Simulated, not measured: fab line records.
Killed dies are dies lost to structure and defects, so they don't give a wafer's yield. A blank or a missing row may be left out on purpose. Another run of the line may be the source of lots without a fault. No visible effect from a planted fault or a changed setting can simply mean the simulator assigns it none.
fab line records	flow nand-harc
record lots=6	wafers=16	last-day=24
route steps=1159 shown A_CONTACT@946 END@1159
lots untouched by any fault: they come from a run of this same line in which no faults occurred
start-h: hours from the record's opening day to when the first of the lot's shown wafers began	wait-h: hours elapsed since this lot's preceding step	" repeats the value in the row above	L1.1+2: several wafers, shown together as one row	- no value, or no start given	* or withheld: withheld	< > ~ a bound
route shown NAME@n: a module of which the file shows steps, and the number in the route of the first	usual: mean and standard deviation over wafers with no fault	same: alike in all rows	chamber/n: place in a boat	sites: readings site by site	_std_site: how widely they spread, as a standard deviation	_edge_site: inner sites' mean taken away from outer sites' mean	radius-mm: how far each site lies from the wafer's centre	mask NAME#n: copy n	behind: the most recent tool/chamber to have shaped the wafer	hold: what put the lot on hold/how long, in hours/how the hold closed	device: names the non-switching transistor (n, p or np)	end of line: tests of these same wafers at the route's end	a step given without rows: its recipe and nothing more	killed: dies that structure and defects cost at the first sort, which is not the same as the wafer's yield	map: dies across one wafer; x = killed, . = not, _ = none there
set.NAME: the setting the step ran with; set.NAME@STEP: the setting that earlier step ran with	model.NAME: the simulator's own value behind a step, which no gauge read
a table for each step, a row for each wafer; lots at some steps of the route
services: the hour from which a tool's chamber was out of use, counted from the record's first day as start-h (under 0 if before that day), plus the number of hours and why
## steps
# step NHARC_A_CONTACT_ETCH_137
# recipe source-w=withheld	pressure-mtorr=20	bias-v=3000	time-s=132	target-depth-a=12870	ar-flow-sccm=withheld	c4f8-flow-sccm=withheld	o2-flow-sccm=withheld	chemistry=C4F8/O2/Ar
lot.wafer	tool	chamber	start-h	wait-h	rf-hours-counter-h
L163.1	har-cap-etch-02	1	418.46	0.1	18
L163.4	"	1	"	"	-
L166.1	har-cap-etch-03	1	429.92	0.1	92
L166.4	"	1	"	"	-
L175.2	har-cap-etch-03	0	492.09	0.1	104
L175.5	"	0	"	"	-
L175.6	"	1	"	"	-
L177.1	har-cap-etch-03	0	497.76	0.1	104
L177.3	"	0	"	"	-
L177.6	"	0	"	"	-
L178.2	har-cap-etch-01	1	509.11	0.1	80
L178.4	"	0	"	"	-
L178.6	"	0	"	"	-
L179.4	har-cap-etch-02	1	519.00	0.1	-
L179.5	"	0	"	"	-
L179.6	"	1	"	"	-
# step NHARC_A_CONTACT_ETCH_138
# recipe source-w=withheld	pressure-mtorr=20	bias-v=3000	time-s=132	target-depth-a=12890	ar-flow-sccm=withheld	c4f8-flow-sccm=withheld	o2-flow-sccm=withheld	chemistry=C4F8/O2/Ar
lot.wafer	tool	chamber	start-h	wait-h	rf-hours-counter-h
L163.1	har-cap-etch-02	1	418.58	0.1	18
L163.4	"	1	"	"	-
L166.1	har-cap-etch-03	1	430.04	0.1	93
L166.4	"	1	"	"	-
L175.2	har-cap-etch-03	0	492.22	0.1	104
L175.5	"	0	"	"	-
L175.6	"	1	"	"	-
L177.1	har-cap-etch-03	0	497.88	0.1	105
L177.3	"	0	"	"	-
L177.6	"	0	"	"	-
L178.2	har-cap-etch-01	1	509.24	0.1	80
L178.4	"	0	"	"	-
L178.6	"	0	"	"	-
L179.4	har-cap-etch-02	1	519.12	0.1	-
L179.5	"	0	"	"	-
L179.6	"	1	"	"	-
# step NHARC_A_CONTACT_ETCH_139
# recipe source-w=withheld	pressure-mtorr=20	bias-v=400	time-s=137	target-depth-a=5900	ar-flow-sccm=withheld	c4f8-flow-sccm=11.5	o2-flow-sccm=7.2	chemistry=C4F8/O2/Ar
# step NHARC_A_CONTACT_ETCH_92
# recipe target-depth-a=400	over-etch-frac=0.5	time-s=85.7	ion-energy-ev=120	ch3f-flow-sccm=50	o2-flow-sccm=30	ar-flow-sccm=200	rf-w=500	bias-w=100	chemistry=CH3F/O2
# usual drypump-motor-current-A=5.8/0.43	oes-product-au=0.94/0.031	rf-vpp-V=245.5/1.3	showerhead-plenum-p-Torr=2.54/0.079	throttle-valve-pct=20.664/0.0098
lot.wafer	tool	chamber	start-h	wait-h	drypump-motor-current-A	oes-product-au	rf-hours-counter-h	rf-vpp-V	showerhead-plenum-p-Torr	throttle-valve-pct
L163.1	rie-diel-02	2	419.13	0.4	6.3	0.99	37	245.8	2.49	20.678
L163.4	"	3	"	"	5.8	1.00	37	245.0	2.65	20.661
L166.1	rie-diel-02	3	430.56	0.3	5.8	0.92	42	248.5	2.64	20.648
L166.4	"	1	"	"	6.7	0.92	41	246.0	2.54	20.647
L175.2	rie-diel-09	3	492.82	0.4	5.1	0.93	10	245.1	2.54	20.656
L175.6	"	2	"	"	5.9	0.91	-	246.7	2.61	20.669
L175.5	"	3	"	"	5.2	0.92	-	244.5	2.54	20.660
L177.1	rie-diel-07	1	498.41	0.4	5.4	0.94	26	243.9	2.41	20.669
L177.3	"	2	"	"	6.0	0.92	31	245.5	2.60	20.666
L177.6	"	2	"	"	6.0	0.93	-	245.9	2.60	20.673
L178.4	rie-diel-09	2	509.83	0.3	5.9	0.92	14	247.0	2.61	20.675
L178.2	"	0	"	"	5.5	0.93	15	243.7	2.39	20.661
L178.6	"	2	"	"	5.8	0.92	-	247.5	2.61	20.677
L179.4	rie-diel-07	1	519.59	0.3	5.4	0.95	37	244.1	2.40	20.639
L179.5	"	1	"	"	5.4	0.95	-	244.5	2.40	20.668
L179.6	"	2	"	"	6.1	0.93	-	245.9	2.59	20.650
# step NHARC_A_CONTACT_ETCH_98
# recipe target-depth-a=200	over-etch-frac=0.5	time-s=10	ion-energy-ev=250	c4f6-flow-sccm=25	o2-flow-sccm=20	ar-flow-sccm=500	rf-w=600	bias-w=500	chemistry=C4F6/O2
# step NHARC_A_CONTACT_CD_MEAS_15
# usual cd-nm=90.1/0.53
lot.wafer	tool	chamber	start-h	wait-h	cd-nm
L163.1	cd-sem-01	-	419.33	-	90.3
L163.4	"	-	"	"	90.5
L166.1	cd-sem-03	-	430.76	-	89.9
L166.4	"	-	"	"	89.7
L175.2	cd-sem-01	-	493.03	-	89.0
L175.5	"	-	"	"	89.7
L175.6	"	-	"	"	90.4
L177.1	cd-sem-03	-	498.64	-	90.2
L177.3	"	-	"	"	89.8
L177.6	"	-	"	"	90.3
L178.2	cd-sem-02	-	510.04	-	90.2
L178.4	"	-	"	"	90.9
L178.6	"	-	"	"	91.1
L179.4	cd-sem-01	-	519.82	-	90.1
L179.5	"	-	"	"	90.2
L179.6	"	-	"	"	89.8
# step NHARC_A_CONTACT_STRIP_107
# recipe n2-flow-sccm=150	h2-flow-sccm=150	ar-flow-sccm=0	bias-w=0	chemistry=N2/H2
# step NHARC_A_CONTACT_STRIP_108
# recipe cf4-flow-sccm=100	chf3-flow-sccm=30	ar-flow-sccm=0	bias-w=0	chemistry=CF4/CHF3
# step NHARC_A_CONTACT_STRIP_109
# recipe o2-flow-sccm=400	cos-flow-sccm=20	ar-flow-sccm=0	bias-w=0	chemistry=O2/COS
# step NHARC_A_CONTACT_ETCH_110
# recipe target-depth-a=500	overetch-a=50	time-s=27.5	ion-energy-ev=100	cf4-flow-sccm=80	o2-flow-sccm=20	ar-flow-sccm=0	rf-w=300	bias-w=100	chemistry=CF4/O2
# step NHARC_A_CONTACT_STRIP_26
# recipe o2-flow-sccm=500	ar-flow-sccm=0	bias-w=0	chemistry=O2
# usual drypump-motor-current-A=5.9/0.45	oes-product-au=0.997/0.0093	rf-vpp-V=58.0/0.88	showerhead-plenum-p-Torr=3.66/0.11	throttle-valve-pct=17.037/0.011
lot.wafer	tool	chamber	start-h	wait-h	drypump-motor-current-A	oes-product-au	rf-hours-counter-h	rf-vpp-V	showerhead-plenum-p-Torr	throttle-valve-pct
L163.4	rie-diel-07	2	-	-	6.0	0.994	2	57.7	3.74	17.035
L163.1	"	0	"	"	6.3	0.988	2	58.3	3.66	17.022
L166.1	rie-diel-02	1	-	-	6.7	1.000	41	59.1	3.64	17.034
L166.4	"	3	"	"	5.8	1.007	42	58.9	3.78	17.034
L175.2	rie-diel-09	3	-	-	5.1	1.002	10	59.2	3.64	17.053
L175.6	"	2	"	"	5.9	0.991	-	57.1	3.74	17.037
L175.5	"	3	"	"	5.2	0.997	-	59.6	3.64	17.053
L177.3	rie-diel-09	3	-	-	5.1	0.998	11	58.2	3.64	17.041
L177.1	"	2	"	"	5.9	0.988	11	57.8	3.74	17.034
L177.6	"	0	"	"	5.5	0.993	-	58.6	3.43	17.021
L178.4	rie-diel-09	1	-	-	6.3	1.002	15	56.6	3.69	17.044
L178.2	"	2	"	"	5.9	0.999	14	57.6	3.73	17.024
L178.6	"	3	"	"	5.1	0.994	-	58.1	3.64	17.036
L179.4	rie-diel-09	1	-	-	6.2	1.004	17	56.1	3.69	17.049
L179.5	"	1	"	"	6.2	0.990	-	57.2	3.69	17.015
L179.6	"	2	"	"	5.9	0.992	-	58.9	3.73	17.039
# step NHARC_A_CONTACT_STRIP_27
# recipe time-s=600	temp-c=30	chemistry=post-etch-residue-remover
# step NHARC_A_CONTACT_ALD_18
# recipe target-thk-a=30	pulse-time-s=1	ald-cycles=150	temp-c=450	material=TiN
# usual ald-cycles=150/0	heater-power-outer-w=749/66	heater-power-w=1187/110	precursor-pulse-height-rel=0.998/0.021
lot.wafer	tool	chamber	start-h	wait-h	ald-cycles	heater-power-outer-w	heater-power-w	precursor-pulse-height-rel
L163.4	ald-metal-01	3	420.56	-	150	604	934	0.994
L163.1	"	0	"	"	68	821	1336	0.997
L166.1	ald-metal-01	2	431.77	-	68	714	1108	1.007
L166.4	"	0	"	"	150	832	1365	1.008
L175.2	ald-metal-02	1	494.14	-	150	758	1174	0.983
L175.6	"	1	"	"	150	720	1169	0.986
L175.5	"	2	"	"	150	806	1280	0.958
L177.3	ald-metal-01	0	499.63	-	150	833	1391	0.980
L177.1	"	1	"	"	150	826	1252	0.975
L177.6	"	1	"	"	150	826	1244	0.982
L178.4	ald-metal-03	2	511.01	-	150	683	1062	0.986
L178.2	"	0	"	"	150	706	1221	0.969
L178.6	"	2	"	"	150	678	1090	1.007
L179.4	ald-metal-02	3	520.80	-	150	728	1065	0.996
L179.6	"	0	"	"	150	731	1144	1.004
L179.5	"	1	"	"	150	763	1191	1.012
# step NHARC_A_CONTACT_CVD_19
# recipe target-thk-a=3000	temp-c=300	pressure-torr=40	wf6-flow-sccm=40	h2-flow-sccm=1600	ar-flow-sccm=1560	time-s=802	material=W
# usual heater-power-outer-w=270/16	heater-power-w=479/38	throttle-valve-pct=8.04/0.27
lot.wafer	tool	chamber	start-h	wait-h	heater-power-outer-w	heater-power-w	throttle-valve-pct
L163.1	cvd-w-01	1	-	-	252	449	8.08
L163.4	"	1	"	"	256	444	7.99
L166.1	cvd-w-01	1	-	-	256	432	7.77
L166.4	"	0	"	"	281	499	8.06
L175.2	cvd-w-01	1	-	-	249	415	8.25
L175.6	"	1	"	"	242	425	8.21
L175.5	"	0	"	"	267	487	8.33
L177.1	cvd-w-01	1	-	-	244	427	8.03
L177.3	"	0	"	"	264	486	8.33
L177.6	"	0	"	"	271	475	8.34
L178.2	cvd-w-01	0	-	-	269	484	8.54
L178.4	"	0	"	"	268	487	8.27
L178.6	"	1	"	"	244	447	8.14
L179.4	cvd-w-02	0	-	-	288	488	7.75
L179.6	"	0	"	"	285	496	7.57
L179.5	"	1	"	"	291	542	7.92
# step NHARC_END_SORT_01
# recipe temp-c=25
# usual killed-at-array=26/9	killed-at-other=0.8/1.2	killed-at-periphery=3.2/2.3	killed-dies=30/9.1	killed-open=3.5/2	killed-short=1.8/1.4
# same gross-dies=677
lot.wafer	tool	chamber	start-h	wait-h	killed-at-array	killed-at-other	killed-at-periphery	killed-dies	killed-open	killed-short
L163.1	prober-01	0	470.57	2.5	672	3	2	677	3	1
L166.1	prober-02	0	481.40	2.5	666	0	11	677	6	4
L175.5	prober-01	0	545.97	3.7	34	2	3	39	2	0
# killed by level:class
L163.1 A_CONTACT:area-ald=649 A_CHANNEL_HOLE_D1:chamber-film-flake=15 THIN_TSV:chamber-film-flake=3 A_CHANNEL_FILL_D1:chamber-film-flake=2 A_WL_FILL:chamber-film-flake=2 P_M0:geometric-particle:open=1 A_SGD_CUT:geometric-particle:short=1 A_CONTACT:geometric-particle:open=1
L166.1 A_CONTACT:area-ald=642 A_SLIT:chamber-film-flake=10 P_M2:chamber-film-flake=5 A_CONTACT:chamber-film-flake=4 A_CONTACT:geometric-particle:open=3 A_STAIRCASE:chamber-film-flake=3 P_ZERO_WELL:chamber-film-flake=2 P_CONTACT:geometric-particle:open=1
L175.5 A_CHANNEL_HOLE_D1:chamber-film-flake=20 A_CONTACT:chamber-film-flake=6 A_STAIRCASE:chamber-film-flake=5 P_STI:chamber-film-flake=2 THIN_TSV:chamber-film-flake=2 P_GATE:geometric-particle:open=1 A_CONTACT:geometric-particle:open=1 A_WL_FILL:chamber-film-flake=1
# map L163.1 (x killed, . not)
____________x____________
_________xxxxxxx_________
_______xxxxxxxxxxx_______
______xxxxxxxxxxxxx______
_____xxxxxxxxxxxxxxx_____
____xxxxxxxxxxxxxxxxx____
____xxxxxxxxxxxxxxxxx____
___xxxxxxxxxxxxxxxxxxx___
___xxxxxxxxxxxxxxxxxxx___
__xxxxxxxxxxxxxxxxxxxxx__
__xxxxxxxxxxxxxxxxxxxxx__
_xxxxxxxxxxxxxxxxxxxxxxx_
_xxxxxxxxxxxxxxxxxxxxxxx_
_xxxxxxxxxxxxxxxxxxxxxxx_
_xxxxxxxxxxxxxxxxxxxxxxx_
_xxxxxxxxxxxxxxxxxxxxxxx_
xxxxxxxxxxxxxxxxxxxxxxxxx
xxxxxxxxxxxxxxxxxxxxxxxxx
xxxxxxxxxxxxxxxxxxxxxxxxx
xxxxxxxxxxxxxxxxxxxxxxxxx
xxxxxxxxxxxxxxxxxxxxxxxxx
_xxxxxxxxxxxxxxxxxxxxxxx_
_xxxxxxxxxxxxxxxxxxxxxxx_
_xxxxxxxxxxxxxxxxxxxxxxx_
_xxxxxxxxxxxxxxxxxxxxxxx_
_xxxxxxxxxxxxxxxxxxxxxxx_
__xxxxxxxxxxxxxxxxxxxxx__
__xxxxxxxxxxxxxxxxxxxxx__
___xxxxxxxxxxxxxxxxxxx___
___xxxxxxxxxxxxxxxxxxx___
____xxxxxxxxxxxxxxxxx____
____xxxxxxxxxxxxxxxxx____
_____xxxxxxxxxxxxxxx_____
______xxxxxxxxxxxxx______
_______xxxxxxxxxxx_______
_________xxxxxxx_________
____________x____________
# map L166.1 (x killed, . not)
____________x____________
_________xxxxxxx_________
_______xxxxxxxxxxx_______
______xxxxxxxxxxxxx______
_____xxxxxxxxxxxxxxx_____
____xxxxxxxxxxxxxxxxx____
____xxxxxxxxxxxxxxxxx____
___xxxxxxxxxxxxxxxxxxx___
___xxxxxxxxxxxxxxxxxxx___
__xxxxxxxxxxxxxxxxxxxxx__
__xxxxxxxxxxxxxxxxxxxxx__
_xxxxxxxxxxxxxxxxxxxxxxx_
_xxxxxxxxxxxxxxxxxxxxxxx_
_xxxxxxxxxxxxxxxxxxxxxxx_
_xxxxxxxxxxxxxxxxxxxxxxx_
_xxxxxxxxxxxxxxxxxxxxxxx_
xxxxxxxxxxxxxxxxxxxxxxxxx
xxxxxxxxxxxxxxxxxxxxxxxxx
xxxxxxxxxxxxxxxxxxxxxxxxx
xxxxxxxxxxxxxxxxxxxxxxxxx
xxxxxxxxxxxxxxxxxxxxxxxxx
_xxxxxxxxxxxxxxxxxxxxxxx_
_xxxxxxxxxxxxxxxxxxxxxxx_
_xxxxxxxxxxxxxxxxxxxxxxx_
_xxxxxxxxxxxxxxxxxxxxxxx_
_xxxxxxxxxxxxxxxxxxxxxxx_
__xxxxxxxxxxxxxxxxxxxxx__
__xxxxxxxxxxxxxxxxxxxxx__
___xxxxxxxxxxxxxxxxxxx___
___xxxxxxxxxxxxxxxxxxx___
____xxxxxxxxxxxxxxxxx____
____xxxxxxxxxxxxxxxxx____
_____xxxxxxxxxxxxxxx_____
______xxxxxxxxxxxxx______
_______xxxxxxxxxxx_______
_________xxxxxxx_________
____________x____________
## services
tool	chamber	start-h	hours	kind
rie-diel-07	-	396.21	0.8	repair
ald-metal-02	0	400.42	4.5	repair
rie-diel-07	-	405.23	9.0	pm
rie-diel-09	0	410.54	-	clean
rie-diel-09	1	410.54	-	clean
rie-diel-09	2	410.54	-	clean
rie-diel-09	3	410.54	-	clean
ald-metal-03	1	413.98	6.7	repair
ald-metal-03	-	425.14	1.0	repair
rie-diel-09	-	431.10	9.0	pm
rie-diel-09	0	431.10	9.0	vent-cycle
rie-diel-09	1	431.10	9.0	vent-cycle
rie-diel-09	2	431.10	9.0	vent-cycle
rie-diel-07	1	445.64	11.8	repair
ald-metal-03	1	449.47	19.0	repair
rie-diel-07	2	472.43	2.0	repair
cvd-w-01	-	475.36	13.0	pm
rie-diel-07	1	475.59	4.5	repair
rie-diel-07	0	483.49	29.7	repair
har-cap-etch-02	-	484.75	1.8	repair
ald-metal-03	-	500.00	10.0	pm
rie-diel-07	3	501.47	9.7	repair
rie-diel-02	-	504.76	9.0	pm
har-cap-etch-01	-	518.75	0.1	repair
## key
first-sign step=NHARC_A_CONTACT_ALD_18	reading=ald-cycles	direction=down	sigmas=99+	usual=150	struck=68
effect step=NHARC_END_SORT_01	reading=killed-at-array	direction=up	sigmas=71	usual=26	struck=669
more-kills-born-at NHARC_A_CONTACT_ALD_18@ald-metal-01=1291
met-at NHARC_A_CONTACT_ALD_18
struck-wafers L163.1,L166.1
later-rows-left-out L163.1,L166.1
tester-left-out L163,L166
fault kind=process-parameter-drift	tool=ald-metal-01	chamber=-	onset-h=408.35	steps=NHARC_A_CONTACT_ALD_18	channel=ald-cycles	offset=-82	shape=step	end-h=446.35	scope=struck-wafers-only	acts-in=these-recipes-only	stated=150
# tester-left-out: of these lots the tester's yield and bins aren't shown, on N5 and GAA mostly nor the transistor test; their killed dies are dies lost to structure and defects alone, not to doping, threshold or leakage, so they don't give the yield
# later-rows-left-out: the simulator's readings of these wafers behind a module that went badly wrong aren't trusted and aren't shown, but for the sort
